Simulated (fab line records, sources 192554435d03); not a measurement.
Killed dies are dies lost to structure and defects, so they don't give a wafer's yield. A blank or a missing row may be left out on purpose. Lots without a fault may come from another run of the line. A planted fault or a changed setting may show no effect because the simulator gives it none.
fab line records | flow n5_finfet
record lots=7 wafers=39
route steps=1938 shown BEOL_M5@1160 BEOL_M12@1602
start_h: hours from the record's first day to the start of the lot's first wafer shown | wait_h: hours since the lot's step before | " the same as in the row above | L1.1+2: a row that stands for several wafers | - no value, or no start given | * or withheld: withheld | < > ~ a bound
route shown NAME@n: a module of which the file shows steps, and the number in the route of the first | usual: mean/standard deviation of fault-free wafers | same: alike in all rows | chamber/n: place in a boat | sites: the reading at each site | _std_site: their standard deviation | _edge_site: outer sites' mean less inner sites' | radius_mm: how far each site lies from the wafer's centre | mask NAME#n: copy n | behind: the tool/chamber that last shaped the wafer | hold: why the lot was held/for how many hours/how that ended | device: the transistor (n, p or np) that didn't switch | end of line: the same wafers' tests at the end of the route | a step without rows: its recipe alone | killed: dies lost to structure and defects at the first sort, not the wafer's yield | map: a wafer's dies, x killed, . not, _ none there
set.NAME: the setting as run; set.NAME@STEP: as run at that earlier step | model.NAME: the simulator's own value behind a step, which no gauge read
lots whose settings were changed on purpose; a table a step, a row a wafer
## steps
# step N5_BEOL_M5_TRENCH_ETCH_37
# recipe chemistry=C4F6/O2 target_depth_a=716.52 target=SiCOH_lowk time_s=24.7 ion_energy_ev=250 pressure_mtorr=30 source_w=345 bias_w=185 Ar_flow_sccm=300 C4F6_flow_sccm=10 O2_flow_sccm=10
# columns lot.wafer tool chamber start_h wait_h set.target_depth_a model.BEOL_M5.feature_depth_nm model.etch.depth_nm
L079.1 rie_diel-01 2 - - 716.52 72.2 72.24
L079.2 " 3 " " 716.52 69.6 69.5
L079.3 " 1 " " 1012 100.2 100.2
L079.4 " 0 " " 1012 102.8 102.8
L079.5 " 0 " " 716.52 73 73.04
L079.6 " 3 " " 1012 99 98.91
L080.1 rie_diel-02 1 - - 938.8 91.6 91.62
L080.2 " 0 " " 938.8 96.6 96.62
L080.3 " 3 " " 938.8 92.6 92.6
L080.4 " 1 " " 716.52 70.4 70.36
L080.5 " 0 " " 716.52 73.2 73.29
L080.6 " 3 " " 716.52 70.6 70.64
L087.1 rie_diel-03 3 - - 716.52 71.8 71.79
L087.2 " 0 " " 536.7 52.8 52.9
L087.3 " 1 " " 536.7 53.4 53.48
L087.4 " 2 " " 536.7 55.4 55.35
L087.5 " 2 " " 716.52 73.6 73.59
L087.6 " 1 " " 716.52 71.6 71.52
L089.1 rie_diel-01 2 - - 716.52 71 71.06
L089.2 " 3 " " 716.52 69.2 69.18
L089.3 " 1 " " 716.52 69.4 69.38
L089.4 " 0 " " 716.52 70.8 70.85
L089.5 " 2 " " 716.52 71 71.05
L089.6 " 1 " " 716.52 69.8 69.83
L097.1 rie_diel-01 3 - - 716.52 69 68.98
L097.2 " 1 " " 716.52 69.6 69.64
L097.3 " 2 " " 478.1 48 48.04
L097.4 " 0 " " 716.52 71 70.92
L097.5 " 1 " " 478.1 46.2 46.25
L097.6 " 2 " " 478.1 48 48.1
L094.2 rie_diel-03 2 - - 716.52 72 71.94
L094.3 " 1 " " 716.52 71.4 71.36
L094.4 " 0 " " 716.52 69.2 69.12
L096.1 rie_diel-03 1 - - 465.6 45.4 45.38
L096.2 " 3 " " 716.52 70 69.94
L096.3 " 0 " " 716.52 69.2 69.22
L096.4 " 2 " " 465.6 46.6 46.51
L096.5 " 0 " " 465.6 45 45.01
L096.6 " 3 " " 716.52 69 69.07
# step N5_BEOL_M5_ETCH_41
# recipe chemistry=CH3F/O2 target=SiCN target_depth_a=315 taper_deg=2 time_s=56.7 ion_energy_ev=120 mask_material=TiN pressure_mtorr=30 source_w=395 bias_w=75 Ar_flow_sccm=150 CH3F_flow_sccm=30 O2_flow_sccm=20
# step N5_BEOL_M5_STRIP_91
# recipe chemistry=N2/H2 time_s=10 power_w=450 temp_c=40 pressure_mtorr=20 rf_frequency_hz=6e+07 bias_power_w=7 n2_flow_sccm=200 h2_flow_sccm=200
# step N5_BEOL_M5_OCD_MEAS_38
# usual trench_depth_nm=71.2/1.8
# columns lot.wafer tool chamber start_h wait_h set.target_depth_a@BEOL_M5_TRENCH_ETCH_37 trench_depth_nm
L079.1 ocd-02 - 202.24 - 716.52 71.9
L079.2 " - " " 716.52 69.6
L079.3 " - " " 1012 100.0
L079.4 " - " " 1012 102.9
L079.5 " - " " 716.52 72.7
L079.6 " - " " 1012 98.9
L080.1 ocd-02 - 207.06 - 938.8 91.1
L080.2 " - " " 938.8 96.4
L080.3 " - " " 938.8 92.6
L080.4 " - " " 716.52 70.5
L080.5 " - " " 716.52 73.5
L080.6 " - " " 716.52 70.4
L087.1 ocd-02 - 280.58 - 716.52 72.2
L087.2 " - " " 536.7 52.9
L087.3 " - " " 536.7 53.3
L087.4 " - " " 536.7 54.8
L087.5 " - " " 716.52 73.6
L087.6 " - " " 716.52 71.2
L089.1 ocd-02 - 289.74 - 716.52 71.4
L089.2 " - " " 716.52 69.5
L089.3 " - " " 716.52 69.7
L089.4 " - " " 716.52 70.7
L089.5 " - " " 716.52 71.0
L089.6 " - " " 716.52 69.7
L097.1 ocd-01 - 320.82 - 716.52 68.8
L097.2 " - " " 716.52 69.8
L097.3 " - " " 478.1 48.5
L097.4 " - " " 716.52 71.0
L097.5 " - " " 478.1 46.7
L097.6 " - " " 478.1 48.5
L094.2 ocd-02 - 324.57 - 716.52 72.3
L094.3 " - " " 716.52 71.6
L094.4 " - " " 716.52 69.4
L096.1 ocd-02 - 331.05 - 465.6 45.5
L096.2 " - " " 716.52 70.3
L096.3 " - " " 716.52 68.6
L096.4 " - " " 465.6 46.0
L096.5 " - " " 465.6 44.6
L096.6 " - " " 716.52 69.3
# step N5_BEOL_M5_HM_STRIP_39
# recipe chemistry=peroxide_tin_strip material=TiN target_depth_a=250 temp_c=50 time_s=158
# step N5_BEOL_M5_SRD_40
# recipe time_s=30 temp_c=23 rinse_liquid=diw dry=ipa_marangoni
# step N5_BEOL_M5_ECD_50
# recipe material=Cu target_thk_a=3000
# step N5_BEOL_M5_ANNEAL_51
# recipe temp_c=225 time_s=90 ambient=N2
# step N5_BEOL_M5_CMP_52
# recipe stop_on=SiCOH_lowk t_overpolish_s=6.9 down_force_psi=1 platen_rpm=50 clearing_platen_down_force_psi=1.5 clearing_platen_rpm=50 post_cmp_clean=cu_alkaline target_thk_nm=62 clearing_platen_pad_velocity_m_s=0.99484 pad_velocity_m_s=0.99484
# columns lot.wafer tool chamber start_h wait_h set.target_depth_a@BEOL_M5_TRENCH_ETCH_37 model.Cu_of_BEOL_M5_ECD_50.thk_nm
L079.1 cmp-02 1 208.65 0.3 716.52 64.6
L079.3 " 2 " " 1012 92
L079.4 " 3 " " 1012 95.8
L079.2 " 0 " " 716.52 61.6
L079.5 " 1 " " 716.52 64.8
L079.6 " 2 " " 1012 90.8
L080.2 cmp-04 2 214.86 0.2 938.8 87.4
L080.1 " 3 " " 938.8 83.2
L080.4 " 0 " " 716.52 60.6
L080.3 " 1 " " 938.8 81.8
L080.6 " 2 " " 716.52 60.2
L080.5 " 3 " " 716.52 63.6
L087.3 cmp-04 2 287.15 0.2 536.7 45.2
L087.1 " 3 " " 716.52 62.2
L087.4 " 0 " " 536.7 47.2
L087.2 " 1 " " 536.7 43.6
L087.6 " 2 " " 716.52 61.8
L087.5 " 3 " " 716.52 63.8
L089.2 cmp-02 3 296.19 0.2 716.52 58.6
L089.3 " 0 " " 716.52 60
L089.1 " 1 " " 716.52 61.6
L089.4 " 2 " " 716.52 60.4
L089.6 " 3 " " 716.52 60.8
L089.5 " 0 " " 716.52 62.6
L097.2 cmp-02 1 327.47 0.2 716.52 61
L097.1 " 2 " " 716.52 60.2
L097.4 " 3 " " 716.52 61.4
L097.3 " 0 " " 478.1 40.2
L097.5 " 1 " " 478.1 36.4
L097.6 " 2 " " 478.1 38.2
L094.4 cmp-01 1 331.02 0.1 716.52 58.4
L094.3 " 3 " " 716.52 61
L094.2 " 0 " " 716.52 60.4
L096.1 cmp-02 3 337.14 0.3 465.6 35
L096.4 " 0 " " 465.6 37.2
L096.2 " 1 " " 716.52 59.4
L096.3 " 2 " " 716.52 58
L096.5 " 3 " " 465.6 33.8
L096.6 " 0 " " 716.52 59.8
# step N5_BEOL_M5_THK_MEAS_53
# recipe thk_meas_gauge=xrf reads=Cu_of_BEOL_M5_ECD_50
# usual M5_THK=61.5/2.2
# columns lot.wafer tool chamber start_h wait_h set.target_depth_a@BEOL_M5_TRENCH_ETCH_37 M5_THK[nm]
L079.1 film_metro-01 - 208.95 - 716.52 64.1
L079.2 " - " " 716.52 61.2
L079.3 " - " " 1012 91.1
L079.4 " - " " 1012 94.8
L079.5 " - " " 716.52 64.2
L079.6 " - " " 1012 90.2
L080.1 film_metro-01 - 215.15 - 938.8 83.0
L080.2 " - " " 938.8 87.1
L080.3 " - " " 938.8 81.9
L080.4 " - " " 716.52 60.4
L080.5 " - " " 716.52 63.6
L080.6 " - " " 716.52 60.3
L087.1 film_metro-02 - 287.44 - 716.52 62.2
L087.2 " - " " 536.7 43.6
L087.3 " - " " 536.7 45.5
L087.4 " - " " 536.7 47.5
L087.5 " - " " 716.52 64.0
L087.6 " - " " 716.52 62.1
L089.1 film_metro-02 - 296.48 - 716.52 62.1
L089.2 " - " " 716.52 59.3
L089.3 " - " " 716.52 60.5
L089.4 " - " " 716.52 61.1
L089.5 " - " " 716.52 63.0
L089.6 " - " " 716.52 61.4
L097.1 film_metro-01 - 327.77 - 716.52 60.0
L097.2 " - " " 716.52 61.1
L097.3 " - " " 478.1 40.2
L097.4 " - " " 716.52 61.3
L097.5 " - " " 478.1 36.4
L097.6 " - " " 478.1 38.0
L094.2 film_metro-01 - 331.32 - 716.52 60.4
L094.3 " - " " 716.52 61.1
L094.4 " - " " 716.52 58.3
L096.1 film_metro-01 - 337.43 - 465.6 35.0
L096.2 " - " " 716.52 58.9
L096.3 " - " " 716.52 57.6
L096.4 " - " " 465.6 37.1
L096.5 " - " " 465.6 33.6
L096.6 " - " " 716.52 59.6
# step N5_BEOL_M5_PRE_CLEAN_77
# recipe gas=NH3/H2 time_s=15 temp_c=* rf_power_w=300
# step N5_BEOL_M5_CO_CAP_78
# recipe material=Co target_thk_a=20 temp_c=200 precursor=CCTBA/H2 pressure_torr=30 time_s=102.1
# step N5_BEOL_M5_PRE_CLEAN_55
# recipe gas=NH3 time_s=15 temp_c=withheld rf_power_w=300
# step N5_BEOL_M5_DEP_56
# recipe material=SiCN target_thk_a=80 temp_c=withheld precursor=3MS/NH3 pressure_torr=3 rf_w=202 time_s=14
# step N5_BEOL_M5_RS_MEAS_57
# recipe thk_meas_gauge=four-point-probe reads=Co_of_BEOL_M5_CO_CAP_78+Cu_of_BEOL_M5_ECD_50+Co_of_BEOL_M5_CVD_47+TaN_of_BEOL_M5_ALD_86
# usual M5_RS=0.391/0.017
# columns lot.wafer tool chamber start_h wait_h set.target_depth_a@BEOL_M5_TRENCH_ETCH_37 M5_RS[ohm/sq]
L079.1 film_metro-01 - 209.21 0.0 716.52 0.368
L079.2 " - " " 716.52 0.390
L079.3 " - " " 1012 0.243
L079.4 " - " " 1012 0.232
L079.5 " - " " 716.52 0.367
L079.6 " - " " 1012 0.246
L080.1 film_metro-02 - 215.45 0.1 938.8 0.273
L080.2 " - " " 938.8 0.258
L080.3 " - " " 938.8 0.277
L080.4 " - " " 716.52 0.396
L080.5 " - " " 716.52 0.375
L080.6 " - " " 716.52 0.401
L087.1 film_metro-01 - 287.70 0.0 716.52 0.386
L087.2 " - " " 536.7 0.600
L087.3 " - " " 536.7 0.572
L087.4 " - " " 536.7 0.542
L087.5 " - " " 716.52 0.375
L087.6 " - " " 716.52 0.387
L089.1 film_metro-01 - 296.75 0.0 716.52 0.390
L089.2 " - " " 716.52 0.415
L089.3 " - " " 716.52 0.403
L089.4 " - " " 716.52 0.400
L089.5 " - " " 716.52 0.382
L089.6 " - " " 716.52 0.398
L097.1 film_metro-02 - 328.03 0.0 716.52 0.401
L097.2 " - " " 716.52 0.394
L097.3 " - " " 478.1 0.661
L097.4 " - " " 716.52 0.392
L097.5 " - " " 478.1 0.754
L097.6 " - " " 478.1 0.709
L094.2 film_metro-01 - 331.58 0.1 716.52 0.400
L094.3 " - " " 716.52 0.394
L094.4 " - " " 716.52 0.418
L096.1 film_metro-02 - 337.69 0.0 465.6 0.794
L096.2 " - " " 716.52 0.408
L096.3 " - " " 716.52 0.419
L096.4 " - " " 465.6 0.734
L096.5 " - " " 465.6 0.832
L096.6 " - " " 716.52 0.404
# step N5_BEOL_M12_ILD_DEP_00
# recipe material=SiOC target_thk_a=6589.2 temp_c=350 precursor=DEMS/O2 pressure_torr=5 rf_w=500 time_s=130.7
# columns lot.wafer tool chamber start_h wait_h set.time_s model.SiOC_of_BEOL_M12_ILD_DEP_00.thk_nm
L079.1 pecvd-03 0 272.71 0.0 130.7 654.8
L079.2 " 2 " " 130.7 664.8
L079.3 " 1 " " 130.7 647.6
L079.4 " 1 " " 130.7 659.6
L079.5 " 0 " " 130.7 660.4
L079.6 " 2 " " 130.7 675.6
L080.1 pecvd-03 0 273.81 0.0 130.7 646.8
L080.2 " 1 " " 197.8 980
L080.3 " 0 " " 197.8 985.6
L080.4 " 1 " " 130.7 651.6
L080.5 " 1 " " 130.7 650
L080.6 " 0 " " 197.8 993.2
L087.1 pecvd-04 1 342.71 0.0 130.7 642.4
L087.2 " 0 " " 67.35 325.4
L087.3 " 2 " " 130.7 644.2
L087.4 " 1 " " 67.35 335
L087.5 " 2 " " 67.35 330
L087.6 " 0 " " 130.7 665.8
L089.1 pecvd-04 0 360.59 0.0 130.7 650.4
L089.2 " 2 " " 130.7 646
L089.3 " 1 " " 130.7 652.2
L089.4 " 2 " " 130.7 659.4
L089.5 " 0 " " 130.7 664.6
L089.6 " 1 " " 130.7 662
L094.2 pecvd-04 2 377.96 0.0 130.7 640
L094.3 " 1 " " 130.7 655.2
L094.4 " 0 " " 130.7 663.6
L096.1 pecvd-04 2 386.55 0.0 130.7 641.2
L096.2 " 0 " " 130.7 643.2
L096.3 " 0 " " 130.7 654.4
L096.4 " 2 " " 130.7 655.4
L096.5 " 2 " " 130.7 649.4
L096.6 " 0 " " 130.7 661.8
L097.1 pecvd-01 2 390.32 0.0 198.9 993.6
L097.2 " 1 " " 198.9 997.6
L097.3 " 0 " " 130.7 643.2
L097.4 " 0 " " 130.7 652
L097.5 " 2 " " 198.9 1007
L097.6 " 1 " " 130.7 673.4
# step N5_BEOL_M12_THK_MEAS_01
# recipe reads=SiOC_of_BEOL_M12_ILD_DEP_00
# usual M12_ILD_THK=656/8.4
# columns lot.wafer tool chamber start_h wait_h set.time_s@BEOL_M12_ILD_DEP_00 M12_ILD_THK[nm]
L079.1 film_metro-02 - 272.84 0.1 130.7 655
L079.2 " - " " 130.7 665
L079.3 " - " " 130.7 648
L079.4 " - " " 130.7 660
L079.5 " - " " 130.7 660
L079.6 " - " " 130.7 676
L080.1 film_metro-02 - 273.99 0.1 130.7 647
L080.2 " - " " 197.8 980
L080.3 " - " " 197.8 986
L080.4 " - " " 130.7 652
L080.5 " - " " 130.7 650
L080.6 " - " " 197.8 993
L087.1 film_metro-02 - 342.84 0.1 130.7 642
L087.2 " - " " 67.35 326
L087.3 " - " " 130.7 645
L087.4 " - " " 67.35 335
L087.5 " - " " 67.35 330
L087.6 " - " " 130.7 666
L089.1 film_metro-02 - 360.72 0.1 130.7 650
L089.2 " - " " 130.7 646
L089.3 " - " " 130.7 652
L089.4 " - " " 130.7 659
L089.5 " - " " 130.7 665
L089.6 " - " " 130.7 662
L094.2 film_metro-01 - 378.09 0.1 130.7 640
L094.3 " - " " 130.7 655
L094.4 " - " " 130.7 663
L096.1 film_metro-01 - 386.73 0.1 130.7 641
L096.2 " - " " 130.7 643
L096.3 " - " " 130.7 654
L096.4 " - " " 130.7 655
L096.5 " - " " 130.7 650
L096.6 " - " " 130.7 662
L097.1 film_metro-01 - 390.45 0.1 198.9 994
L097.2 " - " " 198.9 998
L097.3 " - " " 130.7 644
L097.4 " - " " 130.7 652
L097.5 " - " " 198.9 1006
L097.6 " - " " 130.7 674
# step N5_BEOL_M12_COAT_58
# recipe resist=BARC temp_c=205 time_s=60 spin_rpm=1500 resist_thk_nm=89
# step N5_BEOL_M12_COAT_04
# recipe spin_rpm=1625 resist_thk_nm=400
# step N5_BEOL_M12_DESCUM_15
# recipe chemistry=O2 time_s=7.9 source_power_w=50 bias_power_w=20 pressure_mtorr=20 rf_frequency_hz=2.712e+07 temp_c=40 o2_flow_sccm=225
# step N5_BEOL_M12_ETCH_59
# recipe chemistry=N2/H2 target=BARC target_depth_a=890 overetch_a=267 time_s=67.9 ion_energy_ev=200 pressure_mtorr=30 source_w=840 bias_w=150 n2_flow_sccm=200 h2_flow_sccm=200
# step N5_BEOL_M12_VIA_ETCH_16
# recipe chemistry=C4F8/O2/Ar target=SiOC pressure_mtorr=30 source_w=3000 bias_w=700 Ar_flow_sccm=400 C4F8_flow_sccm=15 O2_flow_sccm=8 he_inner_torr=15 he_outer_torr=30 target_depth_a=7248 time_s=withheld ion_energy_ev=250 ends=cleared
# columns lot.wafer tool chamber start_h wait_h set.time_s@BEOL_M12_ILD_DEP_00 model.etch.depth_nm model.coat_of_BEOL_M12_COAT_04.thk_nm
L079.1 rie_diel-05 2 273.35 0.0 * 654.8 126.2
L079.2 " 1 " " * 664.8 123.4
L079.3 " 0 " " * 647.7 132
L079.4 " 1 " " * 659.7 124.2
L079.5 " 0 " " * 660.4 129.2
L079.6 " 2 " " * 675.5 119.8
L080.1 rie_diel-06 2 274.59 0.0 * 646.9 127.6
L080.2 " 3 " " * 980 26.8
L080.3 " 0 " " * 985.7 31.4
L080.4 " 1 " " * 651.7 123.4
L080.5 " 0 " " * 650 128.6
L080.6 " 1 " " * 993.1 23.6
L087.1 rie_diel-06 0 343.66 0.0 * 642.4 128.4
L087.2 " 2 " " * 325.4 222.6
L087.3 " 3 " " * 644.2 126.2
L087.4 " 1 " " * 335 216.6
L087.5 " 2 " " * 330 220
L087.6 " 1 " " * 665.8 118.8
L089.1 rie_diel-04 0 361.20 0.0 * 650.3 124.8
L089.2 " 2 " " * 646.1 129
L089.3 " 3 " " * 652.1 120.4
L089.4 " 1 " " * 659.5 122.4
L089.5 " 1 " " * 664.7 121
L089.6 " 0 " " * 661.9 121.8
L094.2 rie_diel-06 3 378.69 0.0 * 640 129.2
L094.3 " 0 " " * 655.2 123.6
L094.4 " 1 " " * 663.5 119
L096.1 rie_diel-06 3 387.34 0.0 * 641.2 128.6
L096.2 " 0 " " * 643.3 130.2
L096.3 " 2 " " * 654.5 126
L096.4 " 1 " " * 655.5 123.4
L096.5 " 0 " " * 649.4 128.4
L096.6 " 1 " " * 661.7 121.6
L097.1 rie_diel-05 1 391.06 0.0 * 993.7 24.4
L097.2 " 0 " " * 997.7 28.6
L097.3 " 2 " " * 643.2 127.2
L097.4 " 3 " " * 652 124.2
L097.5 " 0 " " * 1007 25
L097.6 " 3 " " * 673.3 115.2
# step N5_BEOL_M12_STRIP_63
# recipe chemistry=N2/H2 power_w=1000 temp_c=250 h2_frac=0.65 overash_fraction=0.3 pressure_mtorr=1000 n2_flow_sccm=1750 h2_flow_sccm=3250
# usual oes_product_au=0.693/0.0045 strip_time_to_endpoint_s=42.6/0.98
# columns lot.wafer tool chamber start_h wait_h set.time_s@BEOL_M12_ILD_DEP_00 oes_product_au strip_time_to_endpoint_s
L079.1 plasma_asher-01 1 273.71 - 130.7 0.697 43.3
L079.2 " 0 " " 130.7 0.700 42.6
L079.3 " 0 " " 130.7 0.693 44.9
L079.4 " 1 " " 130.7 0.687 42.8
L079.5 " 0 " " 130.7 0.697 44.1
L079.6 " 1 " " 130.7 0.689 41.6
L080.1 plasma_asher-01 0 276.89 - 130.7 0.689 43.7
L080.2 " 1 " " 197.8 0.632 13.9
L080.3 " 1 " " 197.8 0.640 15.6
L080.4 " 0 " " 130.7 0.690 42.6
L080.5 " 1 " " 130.7 0.697 44.0
L080.6 " 0 " " 197.8 0.605 12.8
L087.1 plasma_asher-02 1 343.86 - 130.7 0.698 43.9
L087.2 " 0 " " 67.35 0.831 68.4
L087.3 " 0 " " 130.7 0.692 43.3
L087.4 " 1 " " 67.35 0.816 66.8
L087.5 " 0 " " 67.35 0.828 67.7
L087.6 " 1 " " 130.7 0.683 41.3
L089.1 plasma_asher-02 1 361.40 - 130.7 0.703 43.0
L089.2 " 0 " " 130.7 0.696 44.1
L089.3 " 1 " " 130.7 0.692 41.8
L089.4 " 0 " " 130.7 0.690 42.3
L089.5 " 0 " " 130.7 0.692 42.0
L089.6 " 1 " " 130.7 0.700 42.2
L094.2 plasma_asher-02 0 378.89 - 130.7 0.695 44.1
L094.3 " 1 " " 130.7 0.699 42.7
L094.4 " 0 " " 130.7 0.698 41.4
L096.1 plasma_asher-02 0 387.54 - 130.7 0.693 44.0
L096.2 " 1 " " 130.7 0.707 44.4
L096.3 " 0 " " 130.7 0.695 43.3
L096.4 " 1 " " 130.7 0.692 42.6
L096.5 " 0 " " 130.7 0.697 43.9
L096.6 " 1 " " 130.7 0.699 42.1
L097.1 plasma_asher-02 1 391.26 - 198.9 0.622 13.1
L097.2 " 0 " " 198.9 0.636 14.6
L097.3 " 1 " " 130.7 0.693 43.6
L097.4 " 0 " " 130.7 0.696 42.8
L097.5 " 1 " " 198.9 0.624 13.3
L097.6 " 0 " " 130.7 0.693 40.4
## key
split step=N5_BEOL_M5_TRENCH_ETCH_37 setting=target_depth_a stated=716.52 by=wafer
response step=N5_BEOL_M5_TRENCH_ETCH_37 reading=model.BEOL_M5.feature_depth_nm change=+0.698 per=1% r=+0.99
response step=N5_BEOL_M5_TRENCH_ETCH_37 reading=model.etch.depth_nm change=+0.698 per=1% r=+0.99
response step=N5_BEOL_M5_OCD_MEAS_38 reading=trench_depth_nm change=+0.697 per=1% r=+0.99
response step=N5_BEOL_M5_CMP_52 reading=model.Cu_of_BEOL_M5_ECD_50.thk_nm change=+0.697 per=1% r=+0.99
response step=N5_BEOL_M5_THK_MEAS_53 reading=M5_THK change=+0.692 per=1% r=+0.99
response step=N5_BEOL_M5_RS_MEAS_57 reading=M5_RS change=-0.00668 per=1% r=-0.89
split step=N5_BEOL_M12_ILD_DEP_00 setting=time_s stated=130.7 by=wafer
response step=N5_BEOL_M12_ILD_DEP_00 reading=model.SiOC_of_BEOL_M12_ILD_DEP_00.thk_nm change=+6.58 per=1% r=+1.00
response step=N5_BEOL_M12_THK_MEAS_01 reading=M12_ILD_THK change=+6.58 per=1% r=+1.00
response step=N5_BEOL_M12_VIA_ETCH_16 reading=model.etch.depth_nm change=+6.58 per=1% r=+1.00
response step=N5_BEOL_M12_VIA_ETCH_16 reading=model.coat_of_BEOL_M12_COAT_04.thk_nm change=-1.91 per=1% r=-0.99
response step=N5_BEOL_M12_STRIP_63 reading=oes_product_au change=-0.00174 per=1% r=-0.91
response step=N5_BEOL_M12_STRIP_63 reading=strip_time_to_endpoint_s change=* per=1% r=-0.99
